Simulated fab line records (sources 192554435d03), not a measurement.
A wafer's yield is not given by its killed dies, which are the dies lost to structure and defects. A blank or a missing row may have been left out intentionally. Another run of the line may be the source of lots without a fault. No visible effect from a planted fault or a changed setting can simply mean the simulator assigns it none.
What tool caused it? + flow n5-finfet + 25 wafers from 9 lots sampled at 6 of the route's 1938 steps

## WHAT THE GAUGES READ, wafer by wafer
N5_BEOL_M2_OVL_MEAS_29. Usual: V1_OVL typically reads -0.4 nm, with standard deviation 0.58.
| lot  | measured     | on         | V1_OVL (nm)    | flag |
|------|--------------|------------|----------------|------|
| L713 | day 7 00:08  | overlay-02 | -0.9 -0.2 -0.6 |      |
| L716 | day 7 14:34  | overlay-02 | 0.0 0.0 -0.1   |      |
| L720 | day 8 17:17  | overlay-02 | 0.2 -1.3 0.0   |      |
| L724 | day 9 16:58  | overlay-01 | -1.5 -0.4 -0.8 |      |
| L725 | day 9 22:38  | overlay-01 | -0.3 0.0 -1.2  |      |
| L727 | day 10 11:39 | overlay-02 | 0.1 -0.3 -0.8  |      |
| L729 | day 10 15:34 | overlay-02 | 0.3 -0.6       |      |
| L731 | day 11 09:59 | overlay-01 | 0.0 0.1        |      |
| L735 | day 12 07:40 | overlay-02 | -0.9 -0.2 -1.1 |      |

N5_BEOL_M2_OCD_MEAS_38. Usual: trench-depth-nm reads 55.5 nm (standard deviation 0.8).
| lot  | measured     | on     | trench-depth-nm (nm) | flag |
|------|--------------|--------|----------------------|------|
| L713 | day 7 02:19  | ocd-01 | 55.7 56.7 55.3       |      |
| L716 | day 7 16:29  | ocd-02 | 56.5 57.4 55.3       |      |
| L720 | day 8 23:12  | ocd-01 | 55.4 56.6 54.9       |      |
| L724 | day 9 20:47  | ocd-02 | 56.1 56.3 55.4       |      |
| L725 | day 10 02:02 | ocd-02 | 55.6 55.3 54.9       |      |
| L727 | day 10 13:21 | ocd-01 | 56.1 55.1 52.1       |      |
| L729 | day 10 20:12 | ocd-01 | 54.7 51.9            |      |
| L731 | day 11 16:39 | ocd-01 | 55.6 52.1            |      |
| L735 | day 12 09:43 | ocd-01 | 54.2 54.0 55.7       |      |

N5_BEOL_M2_CD_MEAS_35: target cd 18 nm, target cd y 22.2 nm. Usual: cd-nm reads 18.0 nm (standard deviation 0.32).
| lot  | measured     | on        | cd-nm (nm)     | flag |
|------|--------------|-----------|----------------|------|
| L713 | day 7 02:28  | cd-sem-02 | 17.0 17.6 17.6 |      |
| L716 | day 7 16:38  | cd-sem-03 | 18.5 18.0 17.9 |      |
| L720 | day 8 23:21  | cd-sem-01 | 18.4 17.9 18.1 |      |
| L724 | day 9 20:56  | cd-sem-02 | 17.9 18.2 17.9 |      |
| L725 | day 10 02:11 | cd-sem-01 | 18.0 18.8 18.0 |      |
| L727 | day 10 13:30 | cd-sem-01 | 17.9 17.4 17.6 |      |
| L729 | day 10 20:22 | cd-sem-01 | 18.0 18.4      |      |
| L731 | day 11 16:48 | cd-sem-03 | 17.9 18.1      |      |
| L735 | day 12 09:52 | cd-sem-01 | 17.7 18.0 17.6 |      |

N5_BEOL_M4_RC_MEAS_101. Usual: DIBL_N 36.4 mV/V, standard deviation 1.5; DIBL_P 36.6 mV/V, standard deviation 1.9; IOFF_N 0.155 nA/um, standard deviation 0.021; IOFF_P 0.211 nA/um, standard deviation 0.028; ION_N 671 uA/um, standard deviation 8.6; ION_P 462 uA/um, standard deviation 5.8; SS_N 71.5 mV/dec, standard deviation 0.5; SS_P 73.4 mV/dec, standard deviation 0.58; VT_N 250.1 mV, standard deviation 2.4; VT_P -250.1 mV, standard deviation 3.
| lot  | measured     | on        | DIBL_N (mV/V)  | DIBL_P (mV/V)  | IOFF_N (nA/um)    | IOFF_P (nA/um)    | ION_N (uA/um) | ION_P (uA/um) | SS_N (mV/dec)  | SS_P (mV/dec)  | VT_N (mV)         | VT_P (mV)            | flag |
|------|--------------|-----------|----------------|----------------|-------------------|-------------------|---------------|---------------|----------------|----------------|-------------------|----------------------|------|
| L713 | day 8 08:29  | prober-01 | 35.7 36.7 35.8 | 35.7 36.6 35.5 | 0.152 0.157 0.149 | 0.207 0.215 0.198 | 677 676 664   | 464 468 460   | 71.3 71.8 71.7 | 73.3 73.8 74.5 | 249.9 249.4 251.1 | -250.3 -251.7 -249.5 |      |
| L716 | day 8 18:59  | prober-02 | 35.9 34.8 36.2 | 35.7 34.6 35.7 | 0.146 0.130 0.145 | 0.173 0.158 0.171 | 668 665 664   | 450 448 456   | 71.1 70.9 70.9 | 73.6 73.4 73.4 | 250.3 251.9 248.6 | -254.6 -256.9 -255.1 |      |
| L720 | day 9 22:48  | prober-01 | 35.8 37.2 34.7 | 36.1 38.0 35.6 | 0.159 0.187 0.134 | 0.205 0.236 0.195 | 677 683 658   | 461 462 456   | 71.3 71.7 70.5 | 73.3 73.5 73.3 | 249.3 245.6 251.4 | -251.5 -248.7 -252.2 |      |
| L724 | day 10 20:49 | prober-01 | 34.5 38.3 37.3 | 32.8 37.4 35.7 | 0.128 0.196 0.183 | 0.193 0.279 0.255 | 666 681 686   | 461 475 479   | 70.5 71.3 72.2 | 73.8 73.9 73.6 | 250.2 242.4 245.2 | -249.4 -240.7 -242.6 |      |
| L725 | day 11 04:31 | prober-01 | 36.8 36.4 37.2 | 35.7 34.3 35.9 | 0.153 0.132 0.162 | 0.200 0.178 0.203 | 669 669 672   | 461 457 461   | 71.3 71.5 72.4 | 73.3 72.7 72.8 | 250.2 254.0 247.5 | -250.9 -251.9 -250.6 |      |
| L727 | day 11 13:08 | prober-02 | 36.7 37.1 37.5 | 36.3 36.5 38.4 | 0.153 0.157 0.169 | 0.211 0.212 0.252 | 667 678 690   | 461 467 474   | 71.8 71.4 71.5 | 73.5 73.0 74.4 | 250.2 248.7 245.7 | -251.3 -250.3 -248.6 |      |
| L729 | day 12 04:40 | prober-01 | 37.4 37.6      | 37.4 37.9      | 0.165 0.167       | 0.216 0.225       | 673 669       | 456 466       | 72.4 71.7      | 73.7 73.4      | 249.8 250.1       | -250.1 -247.8        |      |
| L731 | day 12 16:26 | prober-01 | 36.9 37.9      | 37.3 38.5      | 0.160 0.186       | 0.221 0.218       | 665 686       | 459 461       | 71.8 71.9      | 73.4 73.7      | 252.5 247.3       | -247.9 -250.5        |      |
| L735 | day 13 20:34 | prober-02 | 37.5 36.8 38.2 | 37.3 37.3 38.1 | 0.160 0.155 0.175 | 0.168 0.173 0.183 | 675 675 691   | 452 458 461   | 72.1 70.9 71.8 | 73.6 73.6 73.1 | 248.8 248.2 247.3 | -257.4 -256.5 -256.1 |      |

## TOOL THAT RAN EACH LOT (tool first, then ch and the chambers of the sampled wafers, then the start)
| lot  | N5_BEOL_M2_TRENCH_ETCH_37          | N5_BEOL_M2_ETCH_41                            |
|------|------------------------------------|-----------------------------------------------|
| L713 | rie-diel-01 ch 1,3, day 7 02:10    | rie-diel-01 ch 1,3, day 7 02:19 or earlier    |
| L716 | rie-diel-01 ch 0,1,2, day 7 16:19  | rie-diel-01 ch 0,1,2, day 7 16:29 or earlier  |
| L720 | rie-diel-04 ch 0,2, day 8 23:02    | rie-diel-04 ch 0,2, day 8 23:12 or earlier    |
| L724 | rie-diel-04 ch 1,2,3, day 9 20:38  | rie-diel-04 ch 1,2,3, day 9 20:47 or earlier  |
| L725 | rie-diel-01 ch 1,2,3, day 10 01:53 | rie-diel-01 ch 1,2,3, day 10 02:02 or earlier |
| L727 | rie-diel-01 ch 0,2, day 10 13:12   | rie-diel-01 ch 0,2, day 10 13:21 or earlier   |
| L729 | rie-diel-01 ch 3, day 10 20:03     | rie-diel-01 ch 3, day 10 20:12 or earlier     |
| L731 | rie-diel-01 ch 2,3, day 11 16:30   | rie-diel-01 ch 2,3, day 11 16:39 or earlier   |
| L735 | rie-diel-04 ch 1,3, day 12 09:33   | rie-diel-04 ch 1,3, day 12 09:43 or earlier   |
- N5_BEOL_M2_TRENCH_ETCH_37: etches SiOC in C4F6/O2, target depth 55.555 nm, time 29.2 s.
- N5_BEOL_M2_ETCH_41: etches SiCN in CH3F/O2, target depth 29.9 nm, time 52.5 s.

## WHAT THE TOOLS THEMSELVES READ (means of the sampled wafers that have a number; where no wafer has one, the mark that the record gives instead)
N5_BEOL_M2_TRENCH_ETCH_37. Usual: drypump-motor-current-A 5.7 A, standard deviation 0.52; oes-product-au 0.80 a.u., standard deviation 0.1; rf-vpp-V 662 V, standard deviation 4.2; run-length-s 52.5 s, standard deviation 0.49; showerhead-plenum-p-Torr 2.86 Torr, standard deviation 0.092; throttle-valve-pct 20.84 %, standard deviation 0.19.
| lot  | tool        | drypump-motor-current-A (A) | oes-product-au (a.u.) | rf-vpp-V (V) | run-length-s (s) | showerhead-plenum-p-Torr (Torr) | throttle-valve-pct (%) | flag |
|------|-------------|-----------------------------|-----------------------|--------------|------------------|---------------------------------|------------------------|------|
| L713 | rie-diel-01 | 5.2                         | 0.94                  | 655          | 52.7             | 2.83                            | 20.57                  |      |
| L716 | rie-diel-01 | 5.3                         | 0.88                  | 660          | 52.5             | 2.85                            | 20.78                  |      |
| L720 | rie-diel-04 | 5.9                         | 0.78                  | 663          | 52.5             | 2.89                            | 21.17                  |      |
| L724 | rie-diel-04 | 5.9                         | 0.78                  | 665          | 52.3             | 2.85                            | 20.76                  |      |
| L725 | rie-diel-01 | 5.4                         | 0.83                  | 659          | 52.4             | 2.83                            | 20.69                  |      |
| L727 | rie-diel-01 | 5.5                         | 0.77                  | 664          | 51.6             | 2.86                            | 20.89                  |      |
| L729 | rie-diel-01 | 5.8                         | 0.87                  | 658          | 51.4             | 2.88                            | 20.71                  |      |
| L731 | rie-diel-01 | 5.7                         | 0.78                  | 660          | 51.2             | 2.85                            | 20.77                  |      |
| L735 | rie-diel-04 | 5.6                         | 0.69                  | 663          | 52.4             | 2.76                            | 20.77                  |      |

N5_BEOL_M2_ETCH_41. Usual: drypump-motor-current-A 5.7 A, standard deviation 0.52; oes-product-au 0.80 a.u., standard deviation 0.1; rf-vpp-V 297.5 V, standard deviation 1.7; run-length-s 75.8 s, standard deviation 0.44; showerhead-plenum-p-Torr 2.01 Torr, standard deviation 0.068; throttle-valve-pct 16.31 %, standard deviation 0.19.
| lot  | tool        | drypump-motor-current-A (A) | oes-product-au (a.u.) | rf-vpp-V (V) | run-length-s (s) | showerhead-plenum-p-Torr (Torr) | throttle-valve-pct (%) | flag |
|------|-------------|-----------------------------|-----------------------|--------------|------------------|---------------------------------|------------------------|------|
| L713 | rie-diel-01 | 5.1                         | 0.94                  | 296.1        | 76.0             | 1.99                            | 16.01                  |      |
| L716 | rie-diel-01 | 5.3                         | 0.88                  | 297.8        | 75.8             | 2.00                            | 16.20                  |      |
| L720 | rie-diel-04 | 5.9                         | 0.77                  | 297.2        | 75.9             | 2.03                            | 16.61                  |      |
| L724 | rie-diel-04 | 5.9                         | 0.77                  | 297.3        | 75.7             | 2.00                            | 16.23                  |      |
| L725 | rie-diel-01 | 5.4                         | 0.83                  | 296.7        | 75.7             | 1.99                            | 16.16                  |      |
| L727 | rie-diel-01 | 5.4                         | 0.78                  | 297.3        | 75.6             | 2.01                            | 16.34                  |      |
| L729 | rie-diel-01 | 5.8                         | 0.86                  | 297.1        | 75.7             | 2.03                            | 16.20                  |      |
| L731 | rie-diel-01 | 5.7                         | 0.79                  | 297.5        | 75.3             | 2.01                            | 16.25                  |      |
| L735 | rie-diel-04 | 5.6                         | 0.68                  | 296.0        | 75.6             | 1.94                            | 16.31                  |      |

## THE ANSWER, worked out from the rows above alone
Rule: a lot is off if the mean of its wafers that have a number lies more than 3 standard deviations from the usual mean. A lot without any number at a reading at which 4 lots or more have one is off too. The other lots that the step has rows for count as sound. Order of review: gauges by route order, followed by the tools' own readings, for which a lot's mean as printed above is used. The first step at which some lot is off is used, and at that step the reading that is off furthest; a lot without a number counts as furthest.
None of the lots is off at any reading shown; this tells nothing.

## WHAT THE SIMULATOR HAD INSERTED
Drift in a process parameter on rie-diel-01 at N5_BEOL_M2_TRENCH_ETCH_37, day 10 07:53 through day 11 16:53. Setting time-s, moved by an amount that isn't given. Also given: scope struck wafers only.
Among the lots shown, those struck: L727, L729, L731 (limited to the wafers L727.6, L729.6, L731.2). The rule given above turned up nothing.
